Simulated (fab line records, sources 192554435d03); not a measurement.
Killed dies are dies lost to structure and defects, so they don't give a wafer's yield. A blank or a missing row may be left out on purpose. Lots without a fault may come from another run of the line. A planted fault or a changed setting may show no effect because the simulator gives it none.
fab line records | flow n5_finfet
record lots=5 wafers=15 last_day=18
route steps=1938 shown BEOL_M4@1099 BEOL_M5@1112 BEOL_M11@1595 BEOL_M15@1830 PASSIVATION@1936
lots that met no fault: from a run of the same line without faults
start_h: hours from the record's first day to the start of the lot's first wafer shown | wait_h: hours since the lot's step before | " the same as in the row above | L1.1+2: a row that stands for several wafers | - no value, or no start given | * or withheld: withheld | < > ~ a bound
route shown NAME@n: a module of which the file shows steps, and the number in the route of the first | usual: mean/standard deviation of fault-free wafers | same: alike in all rows | chamber/n: place in a boat | sites: the reading at each site | _std_site: their standard deviation | _edge_site: outer sites' mean less inner sites' | radius_mm: how far each site lies from the wafer's centre | mask NAME#n: copy n | behind: the tool/chamber that last shaped the wafer | hold: why the lot was held/for how many hours/how that ended | device: the transistor (n, p or np) that didn't switch | end of line: the same wafers' tests at the end of the route | a step without rows: its recipe alone | killed: dies lost to structure and defects at the first sort, not the wafer's yield | map: a wafer's dies, x killed, . not, _ none there
set.NAME: the setting as run; set.NAME@STEP: as run at that earlier step | model.NAME: the simulator's own value behind a step, which no gauge read
lots at some steps of the route; a table a step, a row a wafer
services: from which hour (start_h, from the record's first day; less than 0 if before it) a tool's chamber was out of use, for how many hours, and why
## steps
# step N5_BEOL_M4_ANNEAL_95
# recipe temp_c=400 time_s=240 ambient=vacuum
# step N5_BEOL_M4_SPUTTER_96
# recipe material=Cu target_thk_a=45 temp_c=-20 chamber_pressure_pa=0.07 power_w=withheld time_s=8.29
# step N5_BEOL_M4_ECD_50
# recipe material=Cu target_thk_a=3000
# step N5_BEOL_M4_ANNEAL_51
# recipe temp_c=225 time_s=90 ambient=N2
# step N5_BEOL_M4_CMP_52
# recipe stop_on=SiOC t_overpolish_s=6.8 down_force_psi=1 platen_rpm=50 clearing_platen_down_force_psi=1.5 clearing_platen_rpm=50 post_cmp_clean=cu_alkaline target_thk_nm=40 clearing_platen_pad_velocity_m_s=0.99484 pad_velocity_m_s=0.99484
# step N5_BEOL_M4_PRE_CLEAN_60
# recipe gas=NH3/H2 time_s=15 temp_c=* rf_power_w=300
# step N5_BEOL_M4_CO_CAP_55
# recipe material=Co target_thk_a=20 temp_c=200 precursor=CCTBA/H2 pressure_torr=30 time_s=102.1
# step N5_BEOL_M4_PRE_CLEAN_56
# recipe gas=NH3 time_s=15 temp_c=withheld rf_power_w=300
# step N5_BEOL_M4_DEP_57
# recipe material=SiCN target_thk_a=80 temp_c=withheld precursor=3MS/NH3 pressure_torr=3 rf_w=202 time_s=14
# step N5_BEOL_M4_RC_MEAS_101
# usual DIBL_N=35.8/1.4 DIBL_P=35.8/1.6 IOFF_N=0.152/0.021 IOFF_P=0.204/0.027 ION_N=672/8.7 ION_P=461/6.2 SS_N=71.5/0.54 SS_P=73.1/0.57 VT_N=250.0/2.5 VT_P=-250.6/2.7
# columns lot.wafer tool chamber start_h wait_h DIBL_N[mV/V] DIBL_P[mV/V] IOFF_N[nA/um] IOFF_P[nA/um] ION_N[uA/um] ION_P[uA/um] SS_N[mV/dec] SS_P[mV/dec] VT_N[mV] VT_P[mV]
L961.1 prober-02 0 225.32 0.0 33.8 34.2 0.122 0.188 671 472 69.9 72.0 251.8 -248.4
L961.3 " 0 " " 33.8 34.4 0.123 0.185 673 463 71.0 72.3 251.4 -248.0
L961.4 " 0 " " 35.0 35.7 0.135 0.198 671 463 70.9 72.3 250.8 -249.4
L969.2 prober-01 0 269.66 0.2 38.3 36.9 0.174 0.213 682 463 71.7 73.8 251.5 -252.8
L969.3 " 0 " " 39.6 38.4 0.219 0.236 689 463 72.6 74.0 244.3 -249.1
L969.5 " 0 " " 36.5 35.1 0.154 0.183 671 452 71.6 73.1 248.2 -254.8
L974.3 prober-02 0 299.94 0.3 32.4 33.1 0.109 0.152 646 444 71.2 72.0 254.5 -252.9
L974.5 " 0 " " 33.2 34.5 0.126 0.157 658 458 71.2 73.1 253.4 -254.6
L974.6 " 0 " " 33.7 34.2 0.128 0.160 653 445 71.1 72.3 251.8 -252.1
L973.2 prober-02 0 302.37 0.2 35.9 34.7 0.135 0.194 678 462 71.0 72.6 253.1 -249.2
L973.4 " 0 " " 36.2 35.5 0.140 0.197 670 453 71.8 73.4 252.7 -249.8
L973.6 " 0 " " 37.6 37.1 0.168 0.229 688 471 71.4 74.1 248.9 -248.6
L977.1 prober-01 0 309.44 0.0 36.3 36.1 0.183 0.240 677 469 71.2 73.5 248.6 -248.9
L977.2 " 0 " " 34.4 33.9 0.136 0.182 667 460 71.5 73.2 250.8 -250.1
L977.3 " 0 " " 36.1 36.1 0.165 0.213 674 467 71.1 72.9 250.0 -249.5
# step N5_BEOL_M5_ILD_DEP_00
# recipe material=SiCOH_lowk target_thk_a=1406.4 temp_c=300 precursor=DEMS/porogen pressure_torr=5 rf_w=500 time_s=25.9
# step N5_BEOL_M5_CURE_79
# recipe temp_c=385 time_s=240 ambient=He/Ar material=SiCOH_lowk
# step N5_BEOL_M5_PECVD_70
# recipe material=SiO2 target_thk_a=160 temp_c=400 precursor=TEOS/O2 pressure_torr=5.5 rf_w=450 teos_flow_sccm=53.8 gas=O2 flow_sccm=3000 time_s=18
# step N5_BEOL_M5_HM_DEP_02
# recipe material=TiN target_thk_a=200 temp_c=25 chamber_pressure_pa=0.49996
# step N5_BEOL_M5_COAT_59
# recipe resist=SOC temp_c=250 time_s=60 spin_rpm=1500 resist_thk_nm=60
# step N5_BEOL_M5_COAT_60
# recipe resist=SiARC temp_c=220 time_s=60 spin_rpm=1500 resist_thk_nm=12
# step N5_BEOL_M5_COAT_71
# recipe resist=underlayer temp_c=205 time_s=60 spin_rpm=1500 resist_thk_nm=5
# step N5_BEOL_M5_COAT_05
# recipe resist=CAR-EUV spin_rpm=1500 resist_thk_nm=30
# step N5_BEOL_M5_EBR_07
# recipe solvent=PGMEA ebr_width_mm=1.5
# step N5_BEOL_M5_SOFTBAKE_06
# recipe temp_c=110 time_s=60 resist=CAR-EUV
# step N5_BEOL_M5_EXPOSE_08
# recipe mask_id=M5 na=0.33 source_shape=annular sigma_inner=0.4 sigma_outer=0.8 polarization=unpolarized target_cd_nm=28 dose_mj=35.75
# step N5_BEOL_M5_PEB_09
# recipe peb_temp_c=100 peb_time_s=60 resist=CAR-EUV
# step N5_BEOL_M5_DEVELOP_10
# recipe develop_time_s=30 developer=TMAH resist=CAR-EUV rinse_liquid=surfactant_rinse dry=air_spin dev_temp_c=23
# step N5_BEOL_M5_DESCUM_16
# recipe chemistry=O2 time_s=7 source_power_w=50 bias_power_w=20 pressure_mtorr=20 rf_frequency_hz=2.712e+07 temp_c=40 resist=CAR-EUV o2_flow_sccm=225
# step N5_BEOL_M5_ETCH_72
# recipe chemistry=N2/H2 target=underlayer target_depth_a=65 mask_material=CAR-EUV time_s=5.2 ion_energy_ev=200 pressure_mtorr=30 source_w=840 bias_w=150 n2_flow_sccm=200 h2_flow_sccm=200 ends=cleared
# step N5_BEOL_M5_ETCH_61
# recipe chemistry=CF4 target=SiARC target_depth_a=156 mask_material=CAR-EUV time_s=26 ion_energy_ev=80 pressure_mtorr=40 source_w=545 bias_w=36 Ar_flow_sccm=100 cf4_flow_sccm=100 ends=cleared
# step N5_BEOL_M5_ETCH_62
# recipe chemistry=N2/H2 target=SOC target_depth_a=750 overetch_a=150 mask_material=SiARC temp_c=40 time_s=112.5 ion_energy_ev=200 pressure_mtorr=30 source_w=840 bias_w=150 n2_flow_sccm=200 h2_flow_sccm=200
# step N5_BEOL_M5_STRIP_63
# recipe chemistry=N2/H2 temp_c=40 n2_flow_sccm=200 h2_flow_sccm=200 rf_frequency_hz=6e+07
# step N5_BEOL_M5_STRIP_73
# recipe chemistry=N2/H2 temp_c=40 n2_flow_sccm=200 h2_flow_sccm=200 rf_frequency_hz=6e+07
# step N5_BEOL_M5_STRIP_64
# recipe chemistry=CF4 resist=SiARC power_w=300 bias_power_w=75 pressure_mtorr=50 cf4_flow_sccm=150 rf_frequency_hz=6e+07
# step N5_BEOL_M5_HM_OPEN_17
# recipe chemistry=Cl2/BCl3 target_depth_a=200 overetch_a=60 target=TiN mask_material=SOC ion_energy_ev=150 pressure_mtorr=10 icp_w=1000 bias_w=126 Cl2_flow_sccm=53.25 bcl3_flow_sccm=21.75 Ar_flow_sccm=25
# step N5_BEOL_M5_STRIP_19
# recipe chemistry=O2 power_w=400 temp_c=40 pressure_mtorr=30 rf_frequency_hz=6e+07 bias_power_w=0 overash_fraction=0.2 o2_flow_sccm=225
# step N5_BEOL_M5_COAT_65
# recipe resist=SOC temp_c=250 time_s=60 spin_rpm=1500 resist_thk_nm=60
# step N5_BEOL_M5_COAT_66
# recipe resist=SiARC temp_c=220 time_s=60 spin_rpm=1500 resist_thk_nm=12
# step N5_BEOL_M11_ANNEAL_51
# recipe temp_c=225 time_s=90 ambient=N2
# usual anneal_temp_c=225.04/0.16 anneal_temp_c_max=226.26/0.27 wafer_temp_C_max=225.9/0.3
# columns lot.wafer tool chamber start_h wait_h anneal_temp_c anneal_temp_c_max wafer_temp_C_max
L961.1 rtp_anneal-01 0 293.48 0.1 224.84 226.19 225.9
L961.3 " 0 " " 224.91 225.97 225.9
L961.4 " 0 " " 225.23 226.57 226.5
L969.2 rtp_anneal-02 0 328.84 0.1 224.83 225.95 225.6
L969.3 " 0 " " 224.99 226.39 225.7
L969.5 " 0 " " 225.10 226.57 225.4
L974.3 rtp_anneal-01 - 362.67 0.4 - - -
L974.5 " - " " - - -
L974.6 " - " " - - -
L973.2 rtp_anneal-01 - 365.80 0.1 - - -
L973.4 " - " " - - -
L973.6 " - " " - - -
L977.1 rtp_anneal-02 - 374.99 0.1 - - -
L977.2 " - " " - - -
L977.3 " - " " - - -
# step N5_BEOL_M11_CMP_52
# recipe stop_on=SiCOH_lowk t_overpolish_s=7 down_force_psi=1 platen_rpm=50 clearing_platen_down_force_psi=1.5 clearing_platen_rpm=50 post_cmp_clean=cu_alkaline target_thk_nm=140 clearing_platen_pad_velocity_m_s=0.99484 pad_velocity_m_s=0.99484
# usual barrier_field_endpoint_s=28.6/0.61 motor_current_A=6.0/0.77 overpolish_run_s=7.000/0.0086 time_to_endpoint_s=64.5/2.3
# columns lot.wafer tool chamber start_h wait_h barrier_field_endpoint_s motor_current_A overpolish_run_s time_to_endpoint_s
L961.4 cmp-03 0 293.79 0.1 29.7 6.6 6.998 64.7
L961.3 " 1 " " 28.6 5.9 6.993 62.2
L961.1 " 3 " " 28.5 6.2 7.015 64.7
L969.2 cmp-02 0 329.22 0.3 28.7 6.2 7.004 67.3
L969.3 " 3 " " 28.1 6.6 7.005 67.3
L969.5 " 0 " " 28.4 6.8 6.997 66.8
L974.3 cmp-03 3 362.95 0.2 34.1 6.2 6.999 86.3
L974.5 " 1 " " 34.4 5.8 6.999 86.2
L974.6 " 2 " " 33.0 5.7 6.995 87.1
L973.2 cmp-04 1 366.05 0.2 34.7 6.5 6.981 86.9
L973.4 " 3 " " 34.4 4.7 6.997 87.1
L973.6 " 2 " " 34.2 5.2 7.007 86.0
L977.2 cmp-02 2 375.29 0.2 32.6 6.4 6.996 84.6
L977.1 " 0 " " 33.2 6.6 6.999 87.2
L977.3 " 1 " " 32.5 7.2 7.013 86.5
# step N5_BEOL_M15_RC_MEAS_101
# usual COMB_M10=1.42e-11/3e-12 COMB_M11=1.42e-11/2.9e-12 COMB_M11_max_site=2e-11/4.7e-12 COMB_M12=6.2e-12/1.3e-12 COMB_M13=4.5e-12/1.1e-12 COMB_M14=3.3e-12/6.4e-13 COMB_M15=2.2e-12/5.1e-13 COMB_M5=3.7e-11/8.3e-12 COMB_M6=2.5e-11/5.4e-12 COMB_M7=2.6e-11/5.5e-12 COMB_M8=2.5e-11/5.4e-12 COMB_M9=1.5e-11/3e-12 SERP_M10=3.08/0.066 SERP_M11=3.06/0.075 SERP_M12=0.644/0.016 SERP_M13=0.309/0.0051 SERP_M14=0.160/0.0034 SERP_M5=38.1/1.3 SERP_M6=13.8/0.39 SERP_M7=13.8/0.53 SERP_M8=13.8/0.41 SERP_M9=3.05/0.065
# columns lot.wafer tool chamber start_h wait_h COMB_M10[S/m] COMB_M11[S/m] COMB_M11_max_site[S/m] COMB_M12[S/m] COMB_M13[S/m] COMB_M14[S/m] COMB_M15[S/m] COMB_M5[S/m] COMB_M6[S/m] COMB_M7[S/m] COMB_M8[S/m] COMB_M9[S/m] SERP_M10[ohm/um] SERP_M11[ohm/um] SERP_M12[ohm/um] SERP_M13[ohm/um] SERP_M14[ohm/um] SERP_M5[ohm/um] SERP_M6[ohm/um] SERP_M7[ohm/um] SERP_M8[ohm/um] SERP_M9[ohm/um]
L961.1 prober-02 0 317.45 0.0 1.04e-11 1.58e-11 2.1e-11 5.4e-12 4.7e-12 2e-12 2.9e-12 3.7e-11 2.5e-11 3.2e-11 2.6e-11 1.5e-11 3.01 3.07 0.628 0.315 0.160 37.7 13.9 14.1 14.4 3.03
L961.3 " 0 " " 1.51e-11 1.69e-11 2.4e-11 6.8e-12 4.7e-12 4.1e-12 2.4e-12 3.5e-11 1.9e-11 3.4e-11 2.9e-11 1.5e-11 3.05 3.04 0.636 0.314 0.155 40.4 14.4 13.6 14.3 2.98
L961.4 " 0 " " 1.21e-11 1.19e-11 1.7e-11 4.9e-12 7.3e-12 3.4e-12 2e-12 3.8e-11 3e-11 2.7e-11 4.1e-11 1.4e-11 3.05 3.04 0.598 0.315 0.156 37.4 14.0 14.3 14.6 3.02
L969.2 prober-01 0 353.76 0.2 1.14e-11 1.08e-11 1.9e-11 6.1e-12 3.4e-12 4.3e-12 2.3e-12 2.9e-11 2.4e-11 3.5e-11 2e-11 1.5e-11 3.08 3.05 0.675 0.316 0.164 35.9 13.1 13.7 14.2 3.07
L969.3 " 0 " " 1.44e-11 1.44e-11 2.2e-11 5e-12 4.2e-12 3.1e-12 1.6e-12 4.9e-11 2.5e-11 2.4e-11 2.8e-11 1.4e-11 3.02 3.19 0.648 0.316 0.165 38.3 13.3 14.2 14.1 3.00
L969.5 " 0 " " 1.42e-11 1.31e-11 1.8e-11 7.1e-12 3.8e-12 3.7e-12 1.6e-12 3.8e-11 3.5e-11 3.1e-11 2.7e-11 1.2e-11 3.09 3.10 0.664 0.312 0.167 39.0 13.5 14.1 13.8 2.93
L974.3 prober-01 0 390.45 0.3 1.55e-11 ~0.0014286 ~0.0014286 9.8e-12 5.9e-12 3e-12 2.7e-12 4.8e-11 3.3e-11 2e-11 3.4e-11 1.4e-11 3.16 3.07 0.656 0.304 0.164 39.4 14.3 13.8 14.6 2.96
L974.5 " 0 " " 1.01e-11 1.49e-11 ~0.0014286 6.2e-12 6e-12 3.6e-12 2.3e-12 3.5e-11 3.3e-11 2e-11 3.8e-11 1.2e-11 3.20 3.04 0.631 0.311 0.161 38.8 13.6 13.6 14.1 3.13
L974.6 " 0 " " 1.24e-11 1.82e-11 ~0.0014286 9.3e-12 6.7e-12 3.1e-12 1.7e-12 3.8e-11 3.1e-11 2.1e-11 3.8e-11 1.3e-11 3.22 3.32 0.668 0.299 0.157 37.0 13.3 14.9 13.7 3.02
L973.4 prober-01 0 391.90 0.5 1.92e-11 1.17e-11 1.8e-11 5.8e-12 5.6e-12 3.6e-12 2.6e-12 3.6e-11 2.2e-11 2.1e-11 1.8e-11 1.5e-11 3.08 3.10 0.662 0.304 0.161 37.6 13.5 13.6 13.9 3.00
L973.6 " 0 " " 1.27e-11 ~0.0014286 ~0.0014286 5.8e-12 4.1e-12 3.9e-12 2.5e-12 4.5e-11 3.1e-11 1.7e-11 2.5e-11 1.5e-11 3.06 2.97 0.655 0.314 0.162 37.8 14.1 14.4 13.4 3.17
L977.1 prober-01 0 404.69 0.0 1.44e-11 ~0.0014286 ~0.0014286 6.4e-12 4.6e-12 2.8e-12 2.2e-12 2.4e-11 1.8e-11 1.6e-11 2.5e-11 1.6e-11 3.09 2.95 0.658 0.309 0.161 40.1 13.3 14.1 13.3 3.05
L977.2 " 0 " " 1.87e-11 1.53e-11 2.6e-11 3.8e-12 4.6e-12 2.7e-12 2.5e-12 3.1e-11 2.9e-11 2.4e-11 2e-11 2.5e-11 3.01 3.05 0.629 0.311 0.161 36.9 13.8 14.5 13.4 3.01
L977.3 " 0 " " 1.82e-11 1.98e-11 ~0.0014286 6.7e-12 5.1e-12 4.2e-12 1.7e-12 2.9e-11 2.8e-11 2.3e-11 3e-11 2e-11 3.05 3.02 0.645 0.307 0.157 39.0 13.2 12.9 13.7 3.12
# sites COMB_M11 radius_mm=0,75,75,75,75,140,140,140,140
L961.1 1.04e-11 2.13e-11 1.61e-11 1.58e-11 2.09e-11 2.14e-11 8.5e-12 9.9e-12 1.33e-11
L969.2 8.1e-12 1.3e-11 1.02e-11 1.07e-11 1.45e-11 1.08e-11 1.44e-11 9.3e-12 1.88e-11
# step N5_PASSIVATION_PROBE_49
# usual defect_limited_yield=91.6/1.4 killed_at_M0_to_M3=33/9.7 killed_at_M4_up=13/5.4 killed_at_contacts=13/6.6 killed_at_front_end=36/11 killed_at_other=3.9/3 killed_dies=99/16 killed_open=66/12 killed_short=32/7.9 sort_bin_5_function=4.9/0.9 sort_bin_6_memory=3.2/0.67 sort_n_pass=1081/16 sort_yield_pct=91.6/1.4
# same gross_dies=1180 killed_at_back_side=0 sort_bin_4_leakage[%]=0 sort_bin_8_speed[%]=0
# columns lot.wafer tool chamber start_h wait_h defect_limited_yield[%] killed_at_M0_to_M3 killed_at_M4_up killed_at_contacts killed_at_front_end killed_at_other killed_dies killed_open killed_short sort_bin_5_function[%] sort_bin_6_memory[%] sort_n_pass sort_yield_pct[%]
L961.1 prober-01 - 333.45 0.0 89.4 38 19 13 52 3 125 85 39 5.8 4.6 1055 89.4
L961.3 prober-01 - 333.55 0.1 90.1 48 18 19 25 7 117 84 33 5.8 4.0 1063 90.1
L961.4 prober-01 - 333.60 0.2 89.6 29 20 24 47 3 123 89 34 6.6 3.6 1057 89.6
L969.2 prober-01 - 369.33 0.1 90.7 42 16 13 38 1 110 70 40 5.3 3.6 1070 90.7
L969.3 prober-01 - 369.38 0.1 90.6 27 10 23 49 2 111 76 35 5.2 3.7 1069 90.6
L969.5 prober-01 - 369.48 0.2 89.1 34 5 19 69 2 129 72 56 6.8 3.7 1051 89.1
L974.3 prober-02 - 404.74 0.1 44.2 17 590 13 38 1 659 63 19 4.2 2.7 521 44.2
L974.5 prober-02 - 404.84 0.2 41.9 34 585 11 47 9 686 80 36 6.2 3.6 494 41.9
L974.6 prober-02 - 404.89 0.3 55.8 36 431 7 40 7 521 75 27 5.0 3.6 659 55.8
L973.2 prober-01 - 406.66 0.1 41.1 36 608 16 33 2 695 59 33 4.2 3.4 485 41.1
L973.4 prober-01 - 406.76 0.2 93.9 25 10 8 28 1 72 44 28 3.7 1.9 1108 93.9
L973.6 prober-01 - 406.86 0.3 54.8 35 450 11 32 5 533 60 27 4.7 2.6 647 54.8
L977.1 prober-01 - 421.25 0.0 41.9 53 593 19 17 3 685 80 33 4.6 4.8 495 41.9
L977.2 prober-01 - 421.30 0.1 92.8 27 9 15 29 5 85 58 27 4.6 2.4 1095 92.8
L977.3 prober-01 - 421.35 0.1 67.5 30 301 31 20 2 384 71 24 5.1 2.8 796 67.5
# killed by level:class
L961.1 FIN_SAQP:geometric_particle:open=15 FIN_SAQP:geometric_particle:short=12 BEOL_M2:geometric_particle:open=12 BEOL_M1:geometric_particle:open=10 MOL_CONTACT_COAG:geometric_particle:open=8 DUMMY_GATE:geometric_particle:open=7 BEOL_M4:geometric_particle:open=7 GATE_CUT:geometric_particle:short=5
L961.3 BEOL_M1:geometric_particle:open=18 MOL_CONTACT_COAG:geometric_particle:open=16 FIN_SAQP:geometric_particle:open=8 BEOL_M0_SAQP:geometric_particle:short=8 BEOL_M4:geometric_particle:open=8 FIN_SAQP:geometric_particle:short=7 BEOL_M1:geometric_particle:short=6 BEOL_M0_SAQP:geometric_particle:open=5
L961.4 MOL_CONTACT_COAG:geometric_particle:open=21 FIN_SAQP:geometric_particle:short=9 FIN_SAQP:geometric_particle:open=9 BEOL_M0_SAQP:geometric_particle:open=8 BEOL_M4:geometric_particle:open=8 BEOL_M2:geometric_particle:open=7 STI_FIN_REVEAL:geometric_particle:open=6 DUMMY_GATE:geometric_particle:open=5
L969.2 FIN_SAQP:geometric_particle:short=14 BEOL_M0_SAQP:geometric_particle:open=11 BEOL_M0_SAQP:geometric_particle:short=10 BEOL_M4:geometric_particle:open=10 FIN_SAQP:geometric_particle:open=9 MOL_CONTACT_COAG:geometric_particle:open=9 STI_FIN_REVEAL:geometric_particle:open=6 BEOL_M1:geometric_particle:open=6
L969.3 MOL_CONTACT_COAG:geometric_particle:open=19 STI_FIN_REVEAL:geometric_particle:open=13 FIN_SAQP:geometric_particle:short=10 BEOL_M4:geometric_particle:open=9 GATE_CUT:geometric_particle:open=7 BEOL_M2:geometric_particle:open=6 BEOL_M0_SAQP:geometric_particle:open=6 FIN_SAQP:geometric_particle:open=5
L969.5 FIN_SAQP:geometric_particle:short=27 MOL_CONTACT_COAG:geometric_particle:open=16 STI_FIN_REVEAL:geometric_particle:open=11 BEOL_M3:geometric_particle:open=8 FIN_SAQP:geometric_particle:open=6 BEOL_M0_SAQP:geometric_particle:short=6 STI_FIN_REVEAL:geometric_particle:short=6 BEOL_M0_SAQP:geometric_particle:open=6
L974.3 BEOL_M11:area_cmp=576 MOL_CONTACT_COAG:geometric_particle:open=12 STI_FIN_REVEAL:geometric_particle:open=12 BEOL_M2:geometric_particle:open=7 BEOL_M4:geometric_particle:open=7 FIN_SAQP:geometric_particle:open=5 ILD0:geometric_particle:open=5 BEOL_M0_SAQP:geometric_particle:open=4
L974.5 BEOL_M11:area_cmp=568 FIN_SAQP:geometric_particle:open=15 STI_FIN_REVEAL:geometric_particle:open=13 MOL_CONTACT_COAG:geometric_particle:open=9 BEOL_M4:geometric_particle:open=7 BEOL_M0_SAQP:geometric_particle:open=7 FIN_SAQP:geometric_particle:short=6 BEOL_M0_SAQP:geometric_particle:short=6
L974.6 BEOL_M11:area_cmp=418 BEOL_M2:geometric_particle:open=20 STI_FIN_REVEAL:geometric_particle:open=14 FIN_SAQP:geometric_particle:open=8 FIN_SAQP:geometric_particle:short=7 BEOL_M4:geometric_particle:open=7 MOL_CONTACT_COAG:geometric_particle:open=6 BEOL_M0_SAQP:geometric_particle:open=5
L973.2 BEOL_M11:area_cmp=602 MOL_CONTACT_COAG:geometric_particle:open=11 BEOL_M0_SAQP:geometric_particle:open=9 BEOL_M0_SAQP:geometric_particle:short=7 BEOL_M2:geometric_particle:short=6 FIN_SAQP:geometric_particle:open=5 STI_FIN_REVEAL:geometric_particle:open=5 MOL_CONTACT_COAG:geometric_particle:short=5
L973.4 MOL_CONTACT_COAG:geometric_particle:open=8 GATE_CUT:geometric_particle:short=5 BEOL_M2:geometric_particle:short=5 DUMMY_GATE:geometric_particle:open=4 BEOL_M0_SAQP:geometric_particle:open=4 BEOL_M0_SAQP:geometric_particle:short=4 BEOL_M3:geometric_particle:open=4 FIN_SAQP:geometric_particle:short=3
L973.6 BEOL_M11:area_cmp=444 DUMMY_GATE:geometric_particle:open=9 BEOL_M2:geometric_particle:open=9 MOL_CONTACT_COAG:geometric_particle:open=8 BEOL_M3:geometric_particle:short=6 STARTING-WAFER:geometric_particle:open=6 BEOL_M0_SAQP:geometric_particle:short=5 FIN_SAQP:geometric_particle:open=4
L977.1 BEOL_M11:area_cmp=572 MOL_CONTACT_COAG:geometric_particle:open=16 BEOL_M0_SAQP:geometric_particle:open=13 BEOL_M0_SAQP:geometric_particle:short=13 BEOL_M4:geometric_particle:open=11 BEOL_M1:geometric_particle:open=10 BEOL_M3:geometric_particle:open=9 BEOL_M1:geometric_particle:short=4
L977.2 MOL_CONTACT_COAG:geometric_particle:open=13 BEOL_M0_SAQP:geometric_particle:open=10 BEOL_M3:geometric_particle:open=6 FIN_SAQP:geometric_particle:open=5 BEOL_M1:geometric_particle:open=5 FIN_SAQP:geometric_particle:short=4 GATE_CUT:geometric_particle:short=4 DUMMY_GATE:geometric_particle:open=3
L977.3 BEOL_M11:area_cmp=289 MOL_CONTACT_COAG:geometric_particle:open=25 BEOL_M1:geometric_particle:open=8 DUMMY_GATE:geometric_particle:open=7 BEOL_M0_SAQP:geometric_particle:short=7 BEOL_M0_SAQP:geometric_particle:open=7 MOL_CONTACT_COAG:geometric_particle:short=6 BEOL_M3:geometric_particle:open=6
# map L973.2 (x killed, . not)
_________________............________________
______________...x........x....._____________
___________...xx.............x.....__________
__________..x...........x.x........x_________
________............xxxxxx..x........._______
_______.......x.xxxxxxxxxxxxxx..x....x.______
______........xxxxxxxxxxxxxxxxxx...x...._____
_____......xxxxxxxxxxxxxxxxxxxxxxx.......____
____.......xxxxxxxxxxxxxxxxxxxxxxxx.......___
___..x.x..xxxxxxxxxxxxxxxxxxxxxxxxxx...x...__
___.x....xxxxxxxxxxxxxxxxxxxxxxxxxxxx...x..__
__.......xxxxxxxxxxxxxxxxxxxxxxxxxxxx.xx...._
__......xxxxxxxxxxxxxxxxxxxxxxxxxxxxxxx.x.x._
_.......xxxxxxxxxxxxxxxxxxxxxxxxxxxxxx..x....
_......xxxxxxxxxxxxxxxxxxxxxxxxxxxxxxxx......
_.xx...xxxxxxxxxxxxxxxxxxxxxxxxxxxxxxxx.....x
_......xxxxxxxxxxxxxxxxxxxxxxxxxxxxxxxx......
_...x..xxxxxxxxxxxxxxxxxxxxxxxxxxxxxxxx......
_..x...xxxxxxxxxxxxxxxxxxxxxxxxxxxxxxxx...x.x
_......xxxxxxxxxxxxxxxxxxxxxxxxxxxxxxxx......
_.......xxxxxxxxxxxxxxxxxxxxxxxxxxxxxx....x..
__.....xxxxxxxxxxxxxxxxxxxxxxxxxxxxxxx......_
__.......xxxxxxxxxxxxxxxxxxxxxxxxxxxx......._
___.....xxxxxxxxxxxxxxxxxxxxxxxxxxxxx.x....__
___.......xxxxxxxxxxxxxxxxxxxxxxxxxx......x__
____.......xxxxxxxxxxxxxxxxxxxxxxxx......x___
_____......xxxxxxxxxxxxxxxxxxxxxxx.......____
______.x......xxxxxxxxxxxxxxxxxx........_____
_______.........xxxxxxxxxxxxxx.....x...______
________............xxxxxx..........x._______
__________.xx...x..x..........x....._________
___________..x............x........__________
______________.................._____________
_________________....x.......________________
# map L974.5 (x killed, . not)
_________________.x..........________________
______________....x........x...._____________
___________...x...x.x.............x__________
__________...x.......x........x..x.._________
________...x.x.................x.x...._______
_______x.xx......xxxxxxxxxxxx..........______
______xx......xxxxxxxxxxxxxxxxxxxx......_____
_____.......xxxxxxxxxxxxxxxxxxxxx........____
____x......xxxxxxxxxxxxxxxxxxxxxxxx.......___
___xx.....xxxxxxxxxxxxxxxxxxxxxxxxxx.......__
___......xxxxxxxxxxxxxxxxxxxxxxxxxxxx..x...__
__.......xxxxxxxxxxxxxxxxxxxxxxxxxxxx......._
__......xxxxxxxxxxxxxxxxxxxxxxxxxxxxxx....x._
_......xxxxxxxxxxxxxxxxxxxxxxxxxxxxxxx.......
_.....x.xxxxxxxxxxxxxxxxxxxxxxxxxxxxxx.......
_.....xxxxxxxxxxxxxxxxxxxxxxxxxxxxxxxxx......
_......xxxxxxxxxxxxxxxxxxxxxxxxxxxxxxxx..x...
_......xxxxxxxxxxxxxxxxxxxxxxxxxxxxxxxx..x...
_......xxxxxxxxxxxxxxxxxxxxxxxxxxxxxxxx......
_x......xxxxxxxxxxxxxxxxxxxxxxxxxxxxxx...x...
_.......xxxxxxxxxxxxxxxxxxxxxxxxxxxxxx.......
__x...x.xxxxxxxxxxxxxxxxxxxxxxxxxxxxxx......_
__....x..xxxxxxxxxxxxxxxxxxxxxxxxxxxx.....x._
___......xxxxxxxxxxxxxxxxxxxxxxxxxxxx.x....__
___..x....xxxxxxxxxxxxxxxxxxxxxxxxxx......x__
____.x...xxxxxxxxxxxxxxxxxxxxxxxxxx.x..x..___
_____....x...xxxxxxxxxxxxxxxxxxxxx....x..____
______....x...xxxxxxxxxxxxxxxxxx......x._____
_______.x........xxxxxxxxxxxx..........______
________...x.x..x.x..................._______
__________......x.......x..........._________
___________.x........x....x........__________
______________...x.........xx..._____________
_________________...........x________________
## services
# columns tool chamber start_h hours kind
cmp-02 - 282.84 3.9 repair
cmp-04 - 285.55 4.9 pm
cmp-02 - 301.49 0.3 repair
cmp-04 - 305.26 1.2 repair
cmp-03 - 313.49 3.7 repair
cmp-04 - 326.79 4.0 pm
cmp-04 - 330.79 - consumable_replace:conditioner
cmp-04 - 330.79 - consumable_replace:pad
cmp-04 - 331.17 0.8 repair
cmp-04 - 333.93 10.0 repair
cmp-03 - 351.46 1.7 repair
cmp-02 - 353.40 3.8 repair
cmp-04 - 367.98 9.6 repair
cmp-03 - 374.51 2.8 repair
## key
first_sign step=N5_BEOL_M11_ANNEAL_51 reading=tool_record direction=missing
effect step=N5_BEOL_M11_CMP_52 reading=time_to_endpoint_s direction=up sigmas=9.6 usual=* struck=*
effect step=N5_BEOL_M15_RC_MEAS_101 reading=COMB_M11 direction=up sigmas=99+ usual=1.42e-11 struck=~0.00053571 wafers_moved=3
effect step=N5_PASSIVATION_PROBE_49 reading=killed_at_M4_up direction=up sigmas=71 usual=13 struck=397 wafers_moved=7
more_kills_born_at N5_BEOL_M11_CMP_52@cmp-03=1562 N5_BEOL_M11_CMP_52@cmp-04=1046 N5_BEOL_M11_CMP_52@cmp-02=861
met_at N5_BEOL_M11_ANNEAL_51
struck_wafers L973.2,L973.4,L973.6,L974.3,L974.5,L974.6,L977.1,L977.2,L977.3
later_rows_left_out L973.2
onset_between 328.84 362.67
fault kind=skipped_step_whole tool=rtp_anneal-01,rtp_anneal-02 chamber=- onset_h=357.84 steps=N5_BEOL_M11_ANNEAL_51 scope=struck_lots_only
# later_rows_left_out: the simulator's readings of these wafers behind a module that went badly wrong aren't trusted and aren't shown, but for the sort
